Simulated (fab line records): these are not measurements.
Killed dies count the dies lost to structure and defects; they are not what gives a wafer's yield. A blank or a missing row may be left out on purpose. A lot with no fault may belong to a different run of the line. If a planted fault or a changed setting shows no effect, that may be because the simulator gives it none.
fab line records ; flow nand-harc ; part 1 of 2: steps 1 to 29 of 41
record: lots: 5; wafers: 15; last-day: 33
route steps=1302 shown P_GATE@189 P_CONTACT@217
lots that met no fault: taken from a fault-free run of the same line
start-h: start of the lot's first displayed wafer, in hours after the record's first day ; wait-h: time in hours since the lot's previous step ; " unchanged from the row above ; L1.1+2: a row that stands for several wafers ; - value missing, or start not given ; * or withheld: withheld ; < > ~ a bound
route shown NAME@n: a module of which the file shows steps, and the number in the route of the first ; usual: average and standard deviation across the fault-free wafers ; same: alike in all rows ; chamber/n: place in a boat ; sites: the reading at each site ; _std_site: standard deviation of those values ; _edge_site: outer sites' mean less inner sites' ; radius-mm: for every site, how far away it sits from the centre of the wafer ; mask NAME#n: copy n ; behind: the tool/chamber that last shaped the wafer ; hold: why the lot was held/for how many hours/how that ended ; device: the n, p or np transistor that did not switch ; end of line: tests run on the same wafers once the route is complete ; step lacking rows: just its recipe ; killed: not the wafer's yield, but the dies lost to structure and defects at the first sort ; map: a wafer's dies, x killed, . not, _ none there
set.NAME: setting as actually run; set.NAME@STEP: the setting as run at that earlier step ; model.NAME: the simulator's own value behind a step, which no gauge read
lots at selected steps of the route; one table per step, one row per wafer
services: the hour from which a tool's chamber was out of use, counted from the record's first day as start-h (under 0 if before that day), plus the number of hours and why
== steps ==
step: NHARC_P_GATE_STRIP_112
recipe: power-w: 1500; temp-c: 110; time-s: 200; chemistry: N2/H2
usual: drypump-motor-current-A: 5.85/0.22; heater-power-w: 82/8.5
lot.wafer;tool;chamber;start-h;wait-h;drypump-motor-current-A;heater-power-w;rf-hours-counter-h
L075.1;plasma-asher-02;1;120.07;0.2;5.75;78;8
L075.4;plasma-asher-02;0;120.07;0.2;6.20;74;-
L075.6;plasma-asher-02;1;120.07;0.2;5.75;79;-
L088.2;plasma-asher-02;0;260.65;0.7;6.20;75;2
L088.6;plasma-asher-02;1;260.65;0.7;5.73;82;-
L088.5;plasma-asher-02;0;260.65;0.7;6.24;74;-
L089.4;plasma-asher-02;0;264.94;0.2;6.16;72;-
L089.6;plasma-asher-02;0;264.94;0.2;6.18;72;-
L089.5;plasma-asher-02;1;264.94;0.2;5.72;81;-
L090.2;plasma-asher-01;0;268.01;0.2;5.91;81;17
L090.6;plasma-asher-01;1;268.01;0.2;5.57;93;-
L090.5;plasma-asher-01;0;268.01;0.2;5.89;80;-
L097.2;plasma-asher-01;0;338.03;0.2;5.86;83;29
L097.3;plasma-asher-01;1;338.03;0.2;5.56;97;-
L097.4;plasma-asher-01;0;338.03;0.2;5.91;80;-
step: NHARC_P_GATE_STRIP_76
recipe: power-w: 1500; temp-c: 250; chemistry: O2
usual: drypump-motor-current-A: 5.85/0.22; heater-power-w: 307/32
lot.wafer;tool;chamber;start-h;wait-h;drypump-motor-current-A;heater-power-w;rf-hours-counter-h
L075.1;plasma-asher-02;1;120.30;0.2;5.74;286;8
L075.4;plasma-asher-02;0;120.30;0.2;6.15;272;-
L075.6;plasma-asher-02;1;120.30;0.2;5.74;298;-
L088.2;plasma-asher-02;0;260.88;0.2;6.18;265;3
L088.6;plasma-asher-02;1;260.88;0.2;5.74;301;-
L088.5;plasma-asher-02;0;260.88;0.2;6.19;276;-
L089.4;plasma-asher-02;0;265.14;0.2;6.18;274;-
L089.6;plasma-asher-02;0;265.14;0.2;6.18;279;-
L089.5;plasma-asher-02;1;265.14;0.2;5.74;300;-
L090.2;plasma-asher-01;0;268.23;0.2;5.91;302;17
L090.6;plasma-asher-01;1;268.23;0.2;5.58;366;-
L090.5;plasma-asher-01;0;268.23;0.2;5.86;308;-
L097.2;plasma-asher-01;0;338.26;0.2;5.83;306;29
L097.3;plasma-asher-01;1;338.26;0.2;5.61;347;-
L097.4;plasma-asher-01;0;338.26;0.2;5.84;311;-
step: NHARC_P_GATE_STRIP_63
recipe: time-s: 900; temp-c: 130; chemistry: SPM
lot.wafer;tool;chamber;start-h;wait-h
L075.6+1+4;wet-bench-04;7,3,4;120.43;0.1
L088.6+2+5;wet-bench-04;4,5,6;261.02;0.1
L089.4+5+6;wet-bench-06;4,5,7;265.27;0.1
L090.2+6+5;wet-bench-03;1,2,3;268.37;0.1
L097.3+2+4;wet-bench-06;7,0,2;338.41;0.1
step: NHARC_P_GATE_DEHYDRATE_83
recipe: temp-c: 150; time-s: 120
usual: heater-power-total-W: 182.7/1.3
lot.wafer;tool;chamber;start-h;wait-h;heater-power-total-W
L075.1;litho-track-05;0;120.78;-;183.5
L075.4;litho-track-05;0;120.78;-;184.0
L075.6;litho-track-05;0;120.78;-;183.0
L088.2;litho-track-07;0;261.36;-;184.0
L088.5;litho-track-07;0;261.36;-;184.0
L088.6;litho-track-07;0;261.36;-;183.9
L089.4;litho-track-05;0;265.61;-;181.9
L089.5;litho-track-05;0;265.61;-;183.8
L089.6;litho-track-05;0;265.61;-;180.8
L090.2;litho-track-05;0;268.72;-;180.8
L090.5;litho-track-05;0;268.72;-;181.8
L090.6;litho-track-05;0;268.72;-;183.3
L097.2;litho-track-07;0;338.79;-;181.0
L097.3;litho-track-07;0;338.79;-;183.9
L097.4;litho-track-07;0;338.79;-;182.8
step: NHARC_P_GATE_HMDS_84
recipe: time-s: 30
lot.wafer;tool;chamber;start-h;wait-h
L075.1+4+6;litho-track-05;0;-;-
L088.2+5+6;litho-track-07;0;-;-
L089.4+5+6;litho-track-05;0;-;-
L090.2+5+6;litho-track-05;0;-;-
L097.2+3+4;litho-track-07;0;-;-
step: NHARC_P_GATE_COAT_85
recipe: spin-rpm: 3000
lot.wafer;tool;chamber;start-h;wait-h
L075.1+4+6;litho-track-05;0;-;-
L088.2+5+6;litho-track-07;0;-;-
L089.4+5+6;litho-track-05;0;-;-
L090.2+5+6;litho-track-05;0;-;-
L097.2+3+4;litho-track-07;0;-;-
step: NHARC_P_GATE_SOFTBAKE_86
recipe: temp-c: 122; time-s: 95
usual: heater-power-total-W: 160.1/0.45
lot.wafer;tool;chamber;start-h;wait-h;heater-power-total-W
L075.1;litho-track-05;0;-;-;159.8
L075.4;litho-track-05;0;-;-;160.7
L075.6;litho-track-05;0;-;-;160.3
L088.2;litho-track-07;0;-;-;160.1
L088.5;litho-track-07;0;-;-;160.5
L088.6;litho-track-07;0;-;-;159.3
L089.4;litho-track-05;0;-;-;160.0
L089.5;litho-track-05;0;-;-;160.5
L089.6;litho-track-05;0;-;-;159.4
L090.2;litho-track-05;0;-;-;160.0
L090.5;litho-track-05;0;-;-;160.3
L090.6;litho-track-05;0;-;-;159.8
L097.2;litho-track-07;0;-;-;160.5
L097.3;litho-track-07;0;-;-;159.6
L097.4;litho-track-07;0;-;-;160.0
step: NHARC_P_GATE_EBR_87
lot.wafer;tool;chamber;start-h;wait-h
L075.1+4+6;litho-track-05;0;-;-
L088.2+5+6;litho-track-07;0;-;-
L089.4+5+6;litho-track-05;0;-;-
L090.2+5+6;litho-track-05;0;-;-
L097.2+3+4;litho-track-07;0;-;-
step: NHARC_P_GATE_EXPOSE_88
recipe: na: 0.6; target-cd-nm: 2000; dose-mj: 11.87; mask-id: P_HVN
lot.wafer;tool;chamber;start-h;wait-h;mask
L075.1+4+6;krf-scanner-02;0;121.05;-;P_HVN#0
L088.2+5+6;krf-scanner-01;0;261.64;-;P_HVN#0
L089.4+5+6;krf-scanner-03;0;265.89;-;P_HVN#0
L090.2+5+6;krf-scanner-01;0;268.99;-;P_HVN#0
L097.2+3+4;krf-scanner-02;0;339.06;-;P_HVN#0
step: NHARC_P_GATE_PEB_89
recipe: peb-temp-c: 118; peb-time-s: 85
usual: heater-power-total-W: 163.99/0.28
lot.wafer;tool;chamber;start-h;wait-h;heater-power-total-W
L075.1;litho-track-07;0;121.11;0.1;164.33
L075.4;litho-track-07;0;121.11;0.1;164.30
L075.6;litho-track-07;0;121.11;0.1;163.64
L088.2;litho-track-07;0;261.70;0.1;164.32
L088.5;litho-track-07;0;261.70;0.1;164.21
L088.6;litho-track-07;0;261.70;0.1;164.03
L089.4;litho-track-02;0;265.94;0.0;163.79
L089.5;litho-track-02;0;265.94;0.0;163.75
L089.6;litho-track-02;0;265.94;0.0;164.18
L090.2;litho-track-02;0;269.05;0.1;163.67
L090.5;litho-track-02;0;269.05;0.1;163.87
L090.6;litho-track-02;0;269.05;0.1;163.91
L097.2;litho-track-02;0;339.12;0.1;163.72
L097.3;litho-track-02;0;339.12;0.1;163.83
L097.4;litho-track-02;0;339.12;0.1;163.59
step: NHARC_P_GATE_DEVELOP_90
recipe: time-s: 70
lot.wafer;tool;chamber;start-h;wait-h
L075.1+4+6;litho-track-07;0;-;-
L088.2+5+6;litho-track-07;0;-;-
L089.4+5+6;litho-track-02;0;-;-
L090.2+5+6;litho-track-02;0;-;-
L097.2+3+4;litho-track-02;0;-;-
step: NHARC_P_GATE_CD_MEAS_91
recipe: target-cd-nm: 2000; landing-energy-ev: 500
usual: cd-nm: 1999.8/1.9
lot.wafer;tool;chamber;start-h;wait-h;cd-nm
L075.1;cd-sem-01;0;121.21;-;1999.8
L075.4;cd-sem-01;0;121.21;-;1995.6
L075.6;cd-sem-01;0;121.21;-;1998.1
L088.2;cd-sem-03;0;261.79;-;1998.0
L088.5;cd-sem-03;0;261.79;-;2003.2
L088.6;cd-sem-03;0;261.79;-;2000.3
L089.4;cd-sem-03;0;266.04;-;1999.9
L089.5;cd-sem-03;0;266.04;-;2000.6
L089.6;cd-sem-03;0;266.04;-;1998.2
L090.2;cd-sem-03;0;269.14;-;2002.2
L090.5;cd-sem-03;0;269.14;-;2000.1
L090.6;cd-sem-03;0;269.14;-;2002.2
L097.2;cd-sem-02;0;339.22;-;2000.8
L097.3;cd-sem-02;0;339.22;-;2000.4
L097.4;cd-sem-02;0;339.22;-;1998.1
step: NHARC_P_GATE_HARDBAKE_92
recipe: temp-c: 125; time-s: 80
usual: heater-power-total-W: 183.9/0.74
lot.wafer;tool;chamber;start-h;wait-h;heater-power-total-W
L075.1;litho-track-07;0;121.29;-;183.9
L075.4;litho-track-07;0;121.29;-;184.8
L075.6;litho-track-07;0;121.29;-;183.0
L088.2;litho-track-07;0;261.87;-;184.6
L088.5;litho-track-07;0;261.87;-;183.9
L088.6;litho-track-07;0;261.87;-;185.0
L089.4;litho-track-07;0;266.12;-;185.0
L089.5;litho-track-07;0;266.12;-;184.8
L089.6;litho-track-07;0;266.12;-;182.9
L090.2;litho-track-02;0;269.22;-;184.4
L090.5;litho-track-02;0;269.22;-;183.8
L090.6;litho-track-02;0;269.22;-;182.8
L097.2;litho-track-07;0;339.30;-;183.7
L097.3;litho-track-07;0;339.30;-;182.9
L097.4;litho-track-07;0;339.30;-;183.7
step: NHARC_P_GATE_DESCUM_93
recipe: time-s: 3; o2-flow-sccm: 200; ar-flow-sccm: 0; bias-power-w: 0; chemistry: O2
usual: drypump-motor-current-A: 5.70/0.28; oes-product-au: 0.998/0.014; rf-vpp-V: 57.7/0.92; showerhead-plenum-p-Torr: 1.92/0.081; throttle-valve-pct: 11.311/0.0089
lot.wafer;tool;chamber;start-h;wait-h;drypump-motor-current-A;oes-product-au;rf-hours-counter-h;rf-vpp-V;showerhead-plenum-p-Torr;throttle-valve-pct
L075.1;rie-diel-11;0;121.37;-;5.72;0.981;2;57.6;2.02;11.307
L075.4;rie-diel-11;1;121.37;-;4.96;1.005;2;57.0;1.88;11.316
L075.6;rie-diel-11;0;121.37;-;5.71;0.980;-;57.6;2.02;11.314
L088.2;rie-diel-06;3;261.95;-;6.16;0.993;9;56.5;1.87;11.312
L088.5;rie-diel-06;3;261.95;-;6.16;0.992;-;57.7;1.87;11.312
L088.6;rie-diel-06;0;261.95;-;5.38;0.999;-;57.8;1.93;11.308
L089.4;rie-diel-06;2;266.23;-;5.71;0.982;9;57.8;1.80;11.305
L089.6;rie-diel-06;3;266.23;-;6.16;0.987;-;57.1;1.87;11.311
L089.5;rie-diel-06;0;266.23;-;5.42;0.994;-;58.5;1.93;11.308
L090.2;rie-diel-08;0;269.30;-;5.67;0.980;3;58.3;1.98;11.311
L090.5;rie-diel-08;0;269.30;-;5.69;0.988;-;59.0;1.98;11.327
L090.6;rie-diel-08;1;269.30;-;5.92;1.019;-;58.7;1.87;11.307
L097.3;rie-diel-06;2;339.37;-;5.75;0.987;0;58.1;1.80;11.299
L097.4;rie-diel-06;3;339.37;-;6.19;0.976;0;57.4;1.87;11.317
L097.2;rie-diel-06;0;339.37;-;5.38;1.021;0;57.4;1.93;11.324
step: NHARC_P_GATE_IMPLANT_94
recipe: energy-kev: 60; dose-cm2: 2e+15; tilt-deg: 7
usual: beam-on-s: 20.6/0.41
lot.wafer;tool;chamber;start-h;wait-h;beam-on-s
L075.1;implanter-02;0;121.51;0.1;20.2
L075.4;implanter-02;0;121.51;0.1;21.6
L075.6;implanter-02;0;121.51;0.1;20.8
L088.2;implanter-02;0;262.13;0.2;20.3
L088.5;implanter-02;0;262.13;0.2;20.5
L088.6;implanter-02;0;262.13;0.2;21.1
L089.4;implanter-02;0;266.43;0.2;20.6
L089.5;implanter-02;0;266.43;0.2;20.5
L089.6;implanter-02;0;266.43;0.2;20.3
L090.2;implanter-02;0;269.48;0.2;21.2
L090.5;implanter-02;0;269.48;0.2;20.3
L090.6;implanter-02;0;269.48;0.2;20.9
L097.2;implanter-02;0;339.55;0.1;20.6
L097.3;implanter-02;0;339.55;0.1;20.5
L097.4;implanter-02;0;339.55;0.1;20.4
step: NHARC_P_GATE_STRIP_113
recipe: power-w: 1500; temp-c: 110; time-s: 740; chemistry: N2/H2
usual: drypump-motor-current-A: 5.85/0.22; heater-power-w: 82/8.5
lot.wafer;tool;chamber;start-h;wait-h;drypump-motor-current-A;heater-power-w;rf-hours-counter-h
L075.1;plasma-asher-02;1;121.85;0.3;5.75;75;8
L075.4;plasma-asher-02;1;121.85;0.3;5.74;75;-
L075.6;plasma-asher-02;0;121.85;0.3;6.15;74;-
L088.2;plasma-asher-02;1;262.44;0.3;5.74;79;3
L088.6;plasma-asher-02;0;262.44;0.3;6.17;73;-
L088.5;plasma-asher-02;1;262.44;0.3;5.74;81;-
L089.4;plasma-asher-01;1;266.92;0.5;5.56;94;-
L089.5;plasma-asher-01;0;266.92;0.5;5.81;82;-
L089.6;plasma-asher-01;1;266.92;0.5;5.59;97;-
L090.2;plasma-asher-01;0;269.82;0.3;5.87;81;17
L090.5;plasma-asher-01;1;269.82;0.3;5.60;96;-
L090.6;plasma-asher-01;0;269.82;0.3;5.89;81;-
L097.2;plasma-asher-01;0;339.86;0.3;5.90;81;29
L097.3;plasma-asher-01;1;339.86;0.3;5.61;98;-
L097.4;plasma-asher-01;0;339.86;0.3;5.88;82;-
step: NHARC_P_GATE_STRIP_95
recipe: power-w: 1500; temp-c: 250; chemistry: O2
usual: drypump-motor-current-A: 5.86/0.22; heater-power-w: 305/32
lot.wafer;tool;chamber;start-h;wait-h;drypump-motor-current-A;heater-power-w;rf-hours-counter-h
L075.1;plasma-asher-02;1;122.45;0.5;5.73;294;9
L075.4;plasma-asher-02;1;122.45;0.5;5.71;278;-
L075.6;plasma-asher-02;0;122.45;0.5;6.18;274;-
L088.2;plasma-asher-02;1;263.05;0.5;5.75;294;4
L088.6;plasma-asher-02;0;263.05;0.5;6.16;271;-
L088.5;plasma-asher-02;1;263.05;0.5;5.74;301;-
L089.4;plasma-asher-01;1;267.32;0.3;5.59;355;-
L089.5;plasma-asher-01;0;267.32;0.3;5.89;309;-
L089.6;plasma-asher-01;1;267.32;0.3;5.60;362;-
L090.2;plasma-asher-01;0;270.43;0.5;5.87;311;18
L090.5;plasma-asher-01;1;270.43;0.5;5.62;352;-
L090.6;plasma-asher-01;0;270.43;0.5;5.87;308;-
L097.2;plasma-asher-01;0;340.47;0.5;5.86;309;30
L097.3;plasma-asher-01;1;340.47;0.5;5.58;360;-
L097.4;plasma-asher-01;0;340.47;0.5;5.89;298;-
step: NHARC_P_GATE_STRIP_96
recipe: time-s: 900; temp-c: 130; chemistry: SPM
lot.wafer;tool;chamber;start-h;wait-h
L075.6+4+1;wet-bench-06;2,5,6;122.66;0.2
L088.6+2+5;wet-bench-03;3,4,5;263.25;0.2
L089.5+6+4;wet-bench-06;0,3,4;267.50;0.2
L090.2+5+6;wet-bench-03;7,1,4;270.63;0.2
L097.4+3+2;wet-bench-03;0,1,4;340.68;0.2
step: NHARC_P_GATE_RTA_64
recipe: temp-c: 1050; time-s: 1
usual: lamp-power-pct: 34/3.1; lamp_zone_5_pct: 34/3.1; lamp_zone_6_pct: 34/3.1; wafer_temp_C_max: 1056.5/1.8
lot.wafer;tool;chamber;start-h;wait-h;lamp-power-pct;lamp_zone_5_pct;lamp_zone_6_pct;wafer_temp_C_max
L075.1;rtp-anneal-01;0;123.01;-;37;37;37;1057.2
L075.4;rtp-anneal-01;0;123.01;-;37;37;37;1056.3
L075.6;rtp-anneal-01;0;123.01;-;37;37;37;1061.2
L088.2;rtp-anneal-01;0;263.63;-;37;37;37;1055.3
L088.5;rtp-anneal-01;0;263.63;-;37;37;37;1057.3
L088.6;rtp-anneal-01;0;263.63;-;37;37;37;1057.2
L089.4;rtp-anneal-01;0;267.93;-;37;37;37;1056.7
L089.5;rtp-anneal-01;0;267.93;-;37;37;37;1059.6
L089.6;rtp-anneal-01;0;267.93;-;37;37;37;1057.4
L090.2;rtp-anneal-02;0;271.01;-;31;30;31;1053.7
L090.5;rtp-anneal-02;0;271.01;-;30;30;30;1055.5
L090.6;rtp-anneal-02;0;271.01;-;31;30;30;1054.7
L097.2;rtp-anneal-01;0;341.05;-;37;37;37;1056.2
L097.3;rtp-anneal-01;0;341.05;-;37;37;37;1057.2
L097.4;rtp-anneal-01;0;341.05;-;37;37;37;1057.7
step: NHARC_P_GATE_ETCH_77
recipe: target-depth-a: 60; chemistry: dHF; material: SiO2
lot.wafer;tool;chamber;start-h;wait-h
L075.1+6+4;wet-bench-03;3,4,5;123.21;0.2
L088.2+6+5;wet-bench-03;6,0,2;263.80;0.1
L089.5+4+6;wet-bench-04;0,1,2;268.06;0.1
L090.5+2+6;wet-bench-04;2,3,5;271.18;0.1
L097.4+2+3;wet-bench-04;0,1,4;341.22;0.1
step: NHARC_P_GATE_DEGAS_109
recipe: temp-c: 300; time-s: 60
usual: heater-power-w: 444/30; susceptor-temp-C: 299.98/0.2
lot.wafer;tool;chamber;start-h;wait-h;heater-power-w;susceptor-temp-C
L075.4;pvd-sputter-03;-;123.31;0.1;506;299.67
L075.1;pvd-sputter-03;-;123.31;0.1;454;300.20
L075.6;pvd-sputter-03;-;123.31;0.1;483;299.90
L088.2;pvd-sputter-02;-;263.91;0.1;389;300.27
L088.6;pvd-sputter-02;-;263.91;0.1;421;299.66
L088.5;pvd-sputter-02;-;263.91;0.1;396;300.32
L089.4;pvd-sputter-01;-;268.16;0.1;459;299.96
L089.6;pvd-sputter-01;-;268.16;0.1;442;299.83
L089.5;pvd-sputter-01;-;268.16;0.1;447;299.95
L090.2;pvd-sputter-03;-;271.29;0.1;464;299.97
L090.5;pvd-sputter-03;-;271.29;0.1;446;299.66
L090.6;pvd-sputter-03;-;271.29;0.1;461;299.91
L097.3;pvd-sputter-01;-;341.32;0.1;450;300.10
L097.4;pvd-sputter-01;-;341.32;0.1;456;299.85
L097.2;pvd-sputter-01;-;341.32;0.1;509;299.68
step: NHARC_P_GATE_PRE_CLEAN_110
recipe: time-s: 30; bias-v: 200; gas: Ar
lot.wafer;tool;chamber;start-h;wait-h
L075.4+1+6;pvd-sputter-03;-;-;-
L088.2+6+5;pvd-sputter-02;-;-;-
L089.4+6+5;pvd-sputter-01;-;-;-
L090.2+6+5;pvd-sputter-03;-;-;-
L097.3+2+4;pvd-sputter-01;-;-;-
step: NHARC_P_GATE_SPUTTER_78
recipe: target-thk-a: 100; material: Ni
lot.wafer;tool;chamber;start-h;wait-h
L075.4+1+6;pvd-sputter-03;-;-;-
L088.2+5+6;pvd-sputter-02;-;-;-
L089.4+6+5;pvd-sputter-01;-;-;-
L090.2+5+6;pvd-sputter-03;-;-;-
L097.4+3+2;pvd-sputter-01;-;-;-
step: NHARC_P_GATE_SPUTTER_79
recipe: target-thk-a: 100; material: TiN
lot.wafer;tool;chamber;start-h;wait-h
L075.4+1+6;pvd-sputter-03;-;-;-
L088.2+6+5;pvd-sputter-02;-;-;-
L089.4+5+6;pvd-sputter-01;-;-;-
L090.2+6+5;pvd-sputter-03;-;-;-
L097.3+2+4;pvd-sputter-01;-;-;-
step: NHARC_P_GATE_RTA_80
recipe: temp-c: 300; time-s: 30
usual: lamp-power-pct: 2.01/0.19; lamp_zone_5_pct: 2.01/0.19; lamp_zone_6_pct: 1.99/0.19; wafer_temp_C_max: 301.9/0.62
lot.wafer;tool;chamber;start-h;wait-h;lamp-power-pct;lamp_zone_5_pct;lamp_zone_6_pct;wafer_temp_C_max
L075.1;rtp-anneal-01;0;123.61;-;2.19;2.19;2.17;302.0
L075.4;rtp-anneal-01;0;123.61;-;2.19;2.19;2.17;302.4
L075.6;rtp-anneal-01;0;123.61;-;2.19;2.19;2.17;302.0
L088.2;rtp-anneal-02;0;264.25;-;1.82;1.82;1.80;300.9
L088.5;rtp-anneal-02;0;264.25;-;1.81;1.82;1.80;301.9
L088.6;rtp-anneal-02;0;264.25;-;1.82;1.82;1.80;301.5
L089.4;rtp-anneal-01;0;268.53;-;2.19;2.19;2.17;302.5
L089.5;rtp-anneal-01;0;268.53;-;2.19;2.19;2.17;302.6
L089.6;rtp-anneal-01;0;268.53;-;2.19;2.19;2.17;302.7
L090.2;rtp-anneal-01;0;271.61;-;2.19;2.19;2.17;302.4
L090.5;rtp-anneal-01;0;271.61;-;2.19;2.19;2.17;301.9
L090.6;rtp-anneal-01;0;271.61;-;2.20;2.19;2.17;302.2
L097.2;rtp-anneal-02;0;341.65;-;1.81;1.82;1.80;301.4
L097.3;rtp-anneal-02;0;341.65;-;1.82;1.82;1.80;301.3
L097.4;rtp-anneal-02;0;341.65;-;1.82;1.82;1.80;301.8
step: NHARC_P_GATE_STRIP_67
recipe: time-s: 600; temp-c: 130; chemistry: SPM
lot.wafer;tool;chamber;start-h;wait-h
L075.4+1+6;wet-bench-04;6,0,3;123.81;0.1
L088.5+2+6;wet-bench-04;7,0,1;264.45;0.1
L089.4+6+5;wet-bench-04;3,4,5;268.66;0.1
L090.5+6+2;wet-bench-06;7,2,4;271.78;0.1
L097.2+4+3;wet-bench-03;0,2,4;341.82;0.1
step: NHARC_P_GATE_RTA_82
recipe: temp-c: 450; time-s: 30
usual: lamp-power-pct: 3.8/0.35; lamp_zone_5_pct: 3.8/0.35; lamp_zone_6_pct: 3.8/0.35; wafer_temp_C_max: 452.5/0.8
lot.wafer;tool;chamber;start-h;wait-h;lamp-power-pct;lamp_zone_5_pct;lamp_zone_6_pct;wafer_temp_C_max
L075.1;rtp-anneal-01;0;124.06;-;4.3;4.3;4.3;453.6
L075.4;rtp-anneal-01;0;124.06;-;4.3;4.3;4.3;452.5
L075.6;rtp-anneal-01;0;124.06;-;4.3;4.3;4.3;453.3
L088.2;rtp-anneal-02;0;264.71;-;3.6;3.6;3.5;452.3
L088.5;rtp-anneal-02;0;264.71;-;3.6;3.6;3.5;451.9
L088.6;rtp-anneal-02;0;264.71;-;3.6;3.6;3.6;451.9
L089.4;rtp-anneal-02;0;268.99;-;3.6;3.6;3.5;452.4
L089.5;rtp-anneal-02;0;268.99;-;3.6;3.6;3.5;451.6
L089.6;rtp-anneal-02;0;268.99;-;3.6;3.6;3.5;451.9
L090.2;rtp-anneal-02;0;272.07;-;3.6;3.6;3.5;452.3
L090.5;rtp-anneal-02;0;272.07;-;3.6;3.6;3.5;452.4
L090.6;rtp-anneal-02;0;272.07;-;3.6;3.6;3.5;451.7
L097.2;rtp-anneal-01;0;342.11;-;4.3;4.3;4.3;452.8
L097.3;rtp-anneal-01;0;342.11;-;4.3;4.3;4.3;452.2
L097.4;rtp-anneal-01;0;342.11;-;4.3;4.3;4.3;452.6
step: NHARC_P_GATE_INSPECT_68
usual: raw-defect-count: 216/97
lot.wafer;tool;chamber;start-h;wait-h;raw-defect-count
L075.1;defect-inspect-02;-;124.26;0.2;240
L075.4;defect-inspect-02;-;124.26;0.2;140
L075.6;defect-inspect-02;-;124.26;0.2;210
L088.2;defect-inspect-02;-;264.88;0.1;168
L088.5;defect-inspect-02;-;264.88;0.1;234
L088.6;defect-inspect-02;-;264.88;0.1;228
L089.4;defect-inspect-02;-;269.13;0.1;219
L089.5;defect-inspect-02;-;269.13;0.1;114
L089.6;defect-inspect-02;-;269.13;0.1;183
L090.2;defect-inspect-01;-;272.24;0.1;189
L090.5;defect-inspect-01;-;272.24;0.1;198
L090.6;defect-inspect-01;-;272.24;0.1;130
L097.2;defect-inspect-01;-;342.27;0.1;283
L097.3;defect-inspect-01;-;342.27;0.1;190
L097.4;defect-inspect-01;-;342.27;0.1;218
step: NHARC_P_CONTACT_DEP_30
recipe: target-thk-a: 300; temp-c: 400; target-thk-nm: 30; flow-sccm: 200; rf-w: 450; material: SiNx
usual: heater-power-outer-w: 403/62; heater-power-w: 687/93; susceptor-temp-C: 400.03/0.21
lot.wafer;tool;chamber;start-h;wait-h;heater-power-outer-w;heater-power-w;susceptor-temp-C
L075.1;pecvd-04;2;124.33;0.1;230;469;400.32
L075.6;pecvd-04;2;124.33;0.1;235;469;400.36
L075.4;pecvd-04;1;124.33;0.1;386;669;399.97
L088.2;pecvd-02;2;264.95;0.1;471;717;399.97
L088.6;pecvd-02;2;264.95;0.1;468;731;400.12
L088.5;pecvd-02;1;264.95;0.1;390;629;400.15
L089.5;pecvd-01;1;269.31;0.2;423;761;400.07
L089.4;pecvd-01;2;269.31;0.2;389;669;399.87
L089.6;pecvd-01;0;269.31;0.2;414;702;399.80
L090.2;pecvd-02;1;272.39;0.1;382;625;400.12
L090.6;pecvd-02;2;272.39;0.1;481;742;400.14
L090.5;pecvd-02;1;272.39;0.1;371;623;400.39
L097.2;pecvd-01;0;342.40;0.1;500;833;399.83
L097.3;pecvd-01;1;342.40;0.1;427;751;399.82
L097.4;pecvd-01;0;342.40;0.1;509;835;400.04
